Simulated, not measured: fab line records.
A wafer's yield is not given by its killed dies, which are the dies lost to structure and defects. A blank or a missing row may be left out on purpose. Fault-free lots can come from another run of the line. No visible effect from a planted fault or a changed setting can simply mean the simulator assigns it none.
fab line records    flow n5Finfet
record lots=6  wafers=18  lastDay=16
route steps=1938 shown HKMG_FIN@407 BEOL_M4@1111 PASSIVATION@1936
lots with no fault: from the same line, run without faults
startH: the number of hours between the record's first day and the start of the first shown wafer of the lot    waitH: hours elapsed since this lot's preceding step    " same as the row above    L1.1+2: a single row standing in for several wafers    - no value, or no start given    * or withheld: withheld    < > ~ a bound
route shown NAME@n: a module of which the file shows steps, and the number in the route of the first    usual: average and standard deviation across the fault-free wafers    same: alike in all rows    chamber/n: place in a boat    sites: each site's reading    _std_site: their standard deviation    _edge_site: outer sites' mean less inner sites'    radiusMm: how far each site lies from the wafer's centre    mask NAME#n: copy n    behind: the tool/chamber that last shaped the wafer    hold: what put the lot on hold/how long, in hours/how the hold closed    device: the n, p or np transistor that did not switch    end of line: tests of these same wafers at the route's end    a step given without rows: its recipe and nothing more    killed: the dies lost at the first sort to structure and to defects; this is not the yield of the wafer    map: dies across one wafer; x = killed, . = not, _ = none there
set.NAME: the setting as run; set.NAME@STEP: as run at that earlier step    model.NAME: the simulator's own value behind a step, which no gauge read
lots seen at some steps along the route; tables by step, rows by wafer
services: the hour from which a tool's chamber was out of use, counted from the record's first day as startH (under 0 if before that day), plus the number of hours and why
## steps
# step N5_HKMG_FIN_STRIP_93
# recipe chemistry=N2/H2  material=SOC  timeS=20  powerW=500  tempC=40  pressureMtorr=50  rfFrequencyHz=6e+07  biasPowerW=8  h2Frac=0.5  n2FlowSccm=300  h2FlowSccm=300
# usual drypumpMotorCurrentA=5.6/0.41  oesProductAu=0.81/0.091  rfVppV=54.3/0.84  showerheadPlenumPTorr=3.37/0.11  throttleValvePct=19.05/0.29
lot.wafer  tool        chamber  startH  waitH  drypumpMotorCurrentA  oesProductAu  rfHoursCounterH  rfVppV  showerheadPlenumPTorr  throttleValvePct
L598.1     rieDiel-06  1        77.61   0.2    6.3                   0.94          9                54.6    3.58                   19.23
L598.3     "           0        "       "      4.8                   0.90          32               54.3    3.55                   18.72
L598.5     "           3        "       "      5.7                   0.71          -                53.3    3.46                   19.19
L601.1     rieDiel-05  2        100.68  0.2    5.7                   0.92          37               53.6    3.28                   19.12
L601.3     "           1        "       "      6.1                   0.67          255              53.9    3.43                   19.28
L601.5     "           2        "       "      5.7                   0.91          -                53.3    3.28                   19.14
L602.1     rieDiel-01  0        105.05  0.2    6.2                   0.72          201              55.9    3.34                   19.38
L602.2     "           3        "       "      5.4                   0.83          72               55.2    3.27                   18.96
L602.5     "           1        "       "      5.7                   0.71          -                55.1    3.32                   19.13
L604.1     rieDiel-05  2        116.76  0.2    5.7                   0.91          44               53.9    3.27                   19.15
L604.5     "           0        "       "      5.5                   0.90          -                53.7    3.29                   18.73
L604.6     "           2        "       "      5.7                   0.91          -                51.7    3.27                   19.14
L613.2     rieDiel-01  2        168.96  0.2    5.3                   0.78          113              53.7    3.24                   19.31
L613.5     "           2        "       "      5.3                   0.78          -                54.9    3.24                   19.32
L613.6     "           3        "       "      5.4                   0.81          -                54.8    3.25                   18.99
L614.1     rieDiel-05  3        175.73  0.2    5.0                   0.90          26               54.8    3.56                   18.37
L614.3     "           2        "       "      5.7                   0.88          67               54.0    3.26                   19.19
L614.4     "           0        "       "      5.5                   0.87          37               55.1    3.28                   18.73
# step N5_HKMG_FIN_WET_ETCH_76
# recipe chemistry=dNH4OH  mix=1:50  tempC=25  target=Al2O3  stopOn=La2O3  targetDepthNm=2.25  dry=ipaMarangoni  rinseTimeS=30  rinseTempC=23
# step N5_HKMG_FIN_STRIP_60
# recipe chemistry=N2/H2  powerW=2500  tempC=300  h2Frac=0.65  timeS=360  pressureMtorr=withheld  n2FlowSccm=1750  h2FlowSccm=3250
# usual drypumpMotorCurrentA=5.5/0.48  heaterPowerW=448/87
lot.wafer  tool            chamber  startH  waitH  drypumpMotorCurrentA  heaterPowerW  rfHoursCounterH
L598.1     plasmaAsher-01  1        77.76   0.0    4.7                   528           37
L598.3     "               1        "       "      4.7                   516           -
L598.5     "               1        "       "      4.7                   527           -
L601.1     plasmaAsher-01  1        100.83  0.0    4.7                   530           42
L601.3     "               1        "       "      4.7                   527           -
L601.5     "               0        "       "      5.1                   452           -
L602.1     plasmaAsher-01  0        105.46  0.3    5.1                   453           43
L602.2     "               1        "       "      4.7                   529           43
L602.5     "               0        "       "      5.1                   448           -
L604.1     plasmaAsher-01  1        116.91  0.0    4.7                   528           46
L604.5     "               1        "       "      4.7                   523           -
L604.6     "               0        "       "      5.1                   446           -
L613.2     plasmaAsher-01  0        169.11  0.0    5.1                   464           50
L613.5     "               1        "       "      4.7                   524           -
L613.6     "               0        "       "      5.1                   453           -
L614.1     plasmaAsher-02  1        175.88  0.0    6.0                   320           108
L614.3     "               1        "       "      6.0                   328           -
L614.4     "               0        "       "      5.7                   512           -
# step N5_HKMG_FIN_WET_ETCH_77
# recipe chemistry=dHCl  mix=1:10000  tempC=25  target=La2O3  stopOn=HfO2  targetDepthNm=2
# step N5_HKMG_FIN_WET_ETCH_78
# recipe chemistry=dNH4OH  mix=1:50  tempC=25  target=Al2O3  stopOn=La2O3  targetDepthNm=4.5  dry=ipaMarangoni  rinseTimeS=30  rinseTempC=23
# step N5_HKMG_FIN_ALD_79
# recipe material=TiN  targetThkA=15  tempC=400  aldPrecursorFamily=TiCl4  aldCoReactant=NH3  pulseTimeS=1  purgeTimeS=3  coReactantPurgeTimeS=2  coReactantPulseTimeS=2  aldCycles=68  pressureTorr=3
# usual heaterPowerW=861/62  precursorPulseHeightRel=1.000/0.019  susceptorTempC=400.02/0.19
# same aldCycles=68
lot.wafer  tool         chamber  startH  waitH  heaterPowerW  precursorPulseHeightRel  susceptorTempC
L598.1     aldMetal-03  1        78.25   0.0    823           0.987                    400.18
L598.3     "            0        "       "      917           0.977                    399.94
L598.5     "            3        "       "      772           1.008                    400.22
L601.1     aldMetal-04  1        101.32  0.0    887           1.024                    400.10
L601.3     "            0        "       "      859           1.022                    399.60
L601.5     "            0        "       "      876           0.974                    400.10
L602.1     aldMetal-04  2        105.94  0.0    898           1.023                    399.77
L602.2     "            0        "       "      882           1.010                    400.11
L602.5     "            1        "       "      884           1.014                    399.77
L604.1     aldMetal-02  0        118.35  0.0    732           0.998                    399.83
L604.5     "            0        "       "      732           1.013                    400.06
L604.6     "            1        "       "      935           0.999                    399.96
L613.2     aldMetal-03  1        169.60  0.0    816           1.005                    399.67
L613.5     "            2        "       "      853           1.017                    400.05
L613.6     "            1        "       "      822           1.019                    400.01
L614.1     aldMetal-04  0        176.37  0.0    899           0.993                    399.75
L614.3     "            1        "       "      877           1.025                    399.83
L614.4     "            2        "       "      891           0.996                    399.74
# step N5_HKMG_FIN_CVD_62
# recipe material=a-Si  targetThkA=30  tempC=500  precursor=Si2H6  pressureTorr=1  timeS=20.8
# usual heaterPowerW=1351/130
lot.wafer  tool             chamber  startH  waitH  heaterPowerW
L598.1     thermalCvdSi-01  2        78.63   0.2    1508
L598.3     "                1        "       "      1321
L598.5     "                2        "       "      1482
L601.1     thermalCvdSi-02  2        101.68  0.2    1422
L601.3     "                0        "       "      1428
L601.5     "                0        "       "      1443
L602.1     thermalCvdSi-01  2        106.30  0.2    1447
L602.2     "                0        "       "      1230
L602.5     "                2        "       "      1486
L604.1     thermalCvdSi-01  1        118.71  0.2    1345
L604.5     "                1        "       "      1352
L604.6     "                2        "       "      1486
L613.2     thermalCvdSi-02  0        169.96  0.2    1434
L613.5     "                1        "       "      1122
L613.6     "                2        "       "      1414
L614.1     thermalCvdSi-01  0        176.73  0.2    1303
L614.3     "                2        "       "      1509
L614.4     "                0        "       "      1238
# step N5_HKMG_FIN_RTA_80
# recipe tempC=withheld  timeS=2  ambient=N2  idleTempC=600  rampUpCPerS=150  rampDownCPerS=60  coolToC=600
# step N5_HKMG_FIN_PRECLEAN_64
# recipe chemistry=dHF  timeS=30  tempC=25  dilution=withheld
# step N5_HKMG_FIN_WET_ETCH_65
# recipe chemistry=TMAH  tempC=70  concWtPct=5  target=a-Si  stopOn=TiN  timeS=49  targetDepthNm=3
# step N5_HKMG_FIN_WET_ETCH_81
# recipe chemistry=SC1  target=TiN  stopOn=HfO2  mix=1:1:5  tempC=60  timeS=57  targetDepthNm=6
# step N5_HKMG_FIN_WET_ETCH_82
# recipe chemistry=dHCl  mix=1:10000  tempC=25  target=La2O3  stopOn=HfO2  targetDepthNm=2  dry=ipaMarangoni  rinseTimeS=30  rinseTempC=23
# step N5_HKMG_FIN_ALD_36
# recipe material=TiN  targetThkA=10  tempC=400  aldPrecursorFamily=TiCl4  aldCoReactant=NH3  pulseTimeS=1  purgeTimeS=3  coReactantPurgeTimeS=2  coReactantPulseTimeS=2  aldCycles=47  pressureTorr=3
# usual heaterPowerW=861/68  precursorPulseHeightRel=1.001/0.019  susceptorTempC=400.00/0.22
# same aldCycles=47
lot.wafer  tool         chamber  startH  waitH  heaterPowerW  precursorPulseHeightRel  susceptorTempC
L598.1     aldMetal-04  1        79.02   0.0    861           1.004                    399.85
L598.3     "            2        "       "      938           1.007                    400.00
L598.5     "            1        "       "      878           1.003                    399.85
L601.1     aldMetal-02  1        102.09  0.0    1030          0.989                    419.25
L601.3     "            3        "       "      857           1.024                    419.25
L601.5     "            1        "       "      1059          0.984                    418.85
L602.1     aldMetal-02  3        106.82  0.0    839           1.003                    419.15
L602.2     "            2        "       "      993           1.045                    419.34
L602.5     "            3        "       "      847           0.995                    418.74
L604.1     aldMetal-04  2        119.11  0.0    914           1.025                    399.88
L604.5     "            2        "       "      931           1.015                    399.95
L604.6     "            3        "       "      888           0.986                    399.78
L613.2     aldMetal-04  1        170.54  0.0    848           0.970                    400.36
L613.5     "            2        "       "      908           1.035                    400.10
L613.6     "            1        "       "      883           1.010                    399.92
L614.1     aldMetal-02  1        177.25  0.0    953           0.997                    400.31
L614.3     "            3        "       "      742           1.004                    399.92
L614.4     "            0        "       "      730           0.987                    400.16
# step N5_HKMG_FIN_THK_MEAS_70
# recipe thkMeasGauge=xrf  reads=HfO2_of_HKMG_FIN_HK_ALD_01
# usual HK_THK=1.589/0.02
lot.wafer  tool          chamber  startH  waitH  HK_THK[nm]
L598.1     filmMetro-01  -        79.31   0.2    1.582
L598.3     "             -        "       "      1.558
L598.5     "             -        "       "      1.576
L601.1     filmMetro-01  -        102.37  0.2    1.577
L601.3     "             -        "       "      1.573
L601.5     "             -        "       "      1.586
L602.1     filmMetro-01  -        107.10  0.2    1.564
L602.2     "             -        "       "      1.563
L602.5     "             -        "       "      1.572
L604.1     filmMetro-02  -        119.39  0.2    1.602
L604.5     "             -        "       "      1.596
L604.6     "             -        "       "      1.613
L613.2     filmMetro-01  -        170.82  0.2    1.606
L613.5     "             -        "       "      1.592
L613.6     "             -        "       "      1.596
L614.1     filmMetro-02  -        177.53  0.2    1.575
L614.3     "             -        "       "      1.601
L614.4     "             -        "       "      1.615
# step N5_BEOL_M4_RC_MEAS_101
# usual DIBL_N=35.7/1.3  DIBL_P=35.4/1.8  IOFF_N=0.152/0.027  IOFF_P=0.20/0.034  ION_N=672/9.8  ION_P=461/7.5  SS_N=71.4/0.55  SS_P=73.1/0.61  VT_N=251/3.3  VT_P=-251/3.6
lot.wafer  tool       chamber  startH  waitH  DIBL_N[mV/V]  DIBL_P[mV/V]  IOFF_N[nA/um]  IOFF_P[nA/um]  ION_N[uA/um]  ION_P[uA/um]  SS_N[mV/dec]  SS_P[mV/dec]  VT_N[mV]  VT_P[mV]
L598.1     prober-01  0        167.82  0.0    36.3          36.0          0.147          0.20           667           467           71.1          74.3          252       -249
L598.3     "          0        "       "      36.4          34.7          0.148          0.19           672           462           71.3          73.3          250       -249
L598.5     "          0        "       "      35.3          34.6          0.136          0.18           673           462           71.4          73.1          253       -251
L601.1     prober-01  0        191.09  0.0    36.1          37.9          0.183          0.22           686           472           71.6          73.1          250       -251
L601.3     "          0        "       "      35.8          36.7          0.166          0.20           681           461           71.2          72.8          251       -252
L601.5     "          0        "       "      36.6          37.1          0.186          0.21           682           459           71.3          73.1          248       -252
L602.1     prober-02  0        194.14  0.0    36.9          37.4          0.191          0.29           683           477           71.7          73.5          246       -242
L602.2     "          0        "       "      35.7          35.7          0.175          0.26           688           472           71.8          73.3          245       -244
L602.5     "          0        "       "      35.2          35.9          0.163          0.26           683           476           71.4          73.9          249       -243
L604.1     prober-02  0        209.67  0.0    34.2          34.1          0.131          0.17           672           455           71.4          72.0          252       -253
L604.5     "          0        "       "      36.0          36.0          0.155          0.21           683           469           71.6          73.5          249       -250
L604.6     "          0        "       "      35.6          35.7          0.154          0.20           672           462           71.8          73.9          248       -250
L613.2     prober-01  0        261.97  0.2    37.5          37.0          0.169          0.22           674           457           71.8          73.7          252       -250
L613.5     "          0        "       "      34.6          34.2          0.122          0.18           654           456           70.9          72.1          251       -252
L613.6     "          0        "       "      35.6          34.3          0.138          0.19           668           458           71.7          72.8          250       -250
L614.1     prober-01  0        278.95  0.0    34.8          32.8          0.136          0.18           670           458           71.3          72.6          252       -252
L614.3     "          0        "       "      34.5          33.8          0.143          0.19           681           463           71.1          73.5          252       -250
L614.4     "          0        "       "      33.6          31.4          0.121          0.16           662           456           70.7          73.1          252       -250
# step N5_PASSIVATION_PROBE_49
# usual defectLimitedYield=91.5/1.3  killed_at_M0_to_M3=33/11  killed_at_M4_up=14/5.3  killedAtContacts=11/6.3  killedAtFrontEnd=38/10  killedAtOther=3.7/2.8  killedDies=101/16  killedOpen=67/12  killedShort=32/7.4  sort_bin_5_function=5.0/0.86  sort_bin_6_memory=3.2/0.69  sortNPass=1079/16  sortYieldPct=91.5/1.3
# same grossDies=1180  killedAtBackSide=0  sort_bin_4_leakage[%]=0  sort_bin_8_speed[%]=0
lot.wafer  tool       chamber  startH  waitH  defectLimitedYield[%]  killed_at_M0_to_M3  killed_at_M4_up  killedAtContacts  killedAtFrontEnd  killedAtOther  killedDies  killedOpen  killedShort  sort_bin_5_function[%]  sort_bin_6_memory[%]  sortNPass  sortYieldPct[%]
L601.1     prober-02  -        297.59  0.0    91.2                   21                  13               27                43                0              104         73          29           5.3                     3.2                   1076       91.2
L601.3     prober-02  -        297.69  0.1    92.1                   17                  7                17                51                1              93          66          26           5.0                     2.5                   1087       92.1
L601.5     prober-02  -        297.79  0.2    89.3                   33                  11               19                63                0              126         83          38           6.2                     3.8                   1054       89.3
# killed by level:class
L601.1 MOL_CONTACT_COAG:geometricParticle:open=23 BEOL_M0_SAQP:geometricParticle:open=7 FIN_SAQP:geometricParticle:short=6 FIN_SAQP:geometricParticle:open=6 GATE_CUT:geometricParticle:open=6 BEOL_M4:geometricParticle:open=6 STI_FIN_REVEAL:geometricParticle:open=5 GATE_CUT:geometricParticle:short=5
L601.3 MOL_CONTACT_COAG:geometricParticle:open=14 FIN_SAQP:geometricParticle:open=11 STI_FIN_REVEAL:geometricParticle:open=11 FIN_SAQP:geometricParticle:short=8 BEOL_M3:geometricParticle:open=6 BEOL_M4:geometricParticle:open=5 STI_FIN_REVEAL:geometricParticle:short=4 MOL_CONTACT_COAG:geometricParticle:short=3
L601.5 FIN_SAQP:geometricParticle:open=15 MOL_CONTACT_COAG:geometricParticle:open=15 FIN_SAQP:geometricParticle:short=11 STI_FIN_REVEAL:geometricParticle:open=11 BEOL_M0_SAQP:geometricParticle:open=9 DUMMY_GATE:geometricParticle:open=8 BEOL_M0_SAQP:geometricParticle:short=7 BEOL_M1:geometricParticle:short=5
## services
tool             chamber  startH  hours  kind
rieDiel-05       0        54.38   -      clean
rieDiel-05       0        54.38   -      consumableReplace:focusRing
rieDiel-05       0        54.38   18.2   scheduledDown
rieDiel-05       0        54.38   18.2   ventCycle
rieDiel-05       3        77.97   4.6    repair
rieDiel-05       3        82.67   -      clean
rieDiel-05       3        82.67   -      consumableReplace:focusRing
rieDiel-05       3        82.67   -      consumableReplace:showerhead
rieDiel-05       3        82.67   23.6   scheduledDown
rieDiel-05       3        82.67   23.6   ventCycle
aldMetal-03      -        93.43   5.8    repair
plasmaAsher-02   -        97.39   8.7    pm
rieDiel-05       1        106.24  -      clean
rieDiel-05       1        106.24  -      consumableReplace:focusRing
rieDiel-05       1        106.24  21.1   scheduledDown
rieDiel-05       1        106.24  21.1   ventCycle
plasmaAsher-02   -        111.70  0.6    repair
rieDiel-06       0        149.96  9.6    repair
thermalCvdSi-01  0        150.63  7.7    repair
thermalCvdSi-02  1        157.32  10.7   repair
## key
firstSign step=N5_HKMG_FIN_ALD_36  reading=susceptorTempC  direction=up  sigmas=87  usual=*  struck=*
effect none on later readings
metAt N5_HKMG_FIN_ALD_36
struckWafers L601.1,L601.3,L601.5,L602.1,L602.2,L602.5
fault kind=processParameterDrift  tool=aldMetal-02  chamber=-  onsetH=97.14  steps=N5_HKMG_FIN_ALD_36  channel=tempC  offset=*  shape=step  endH=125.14  actsIn=*  stated=*
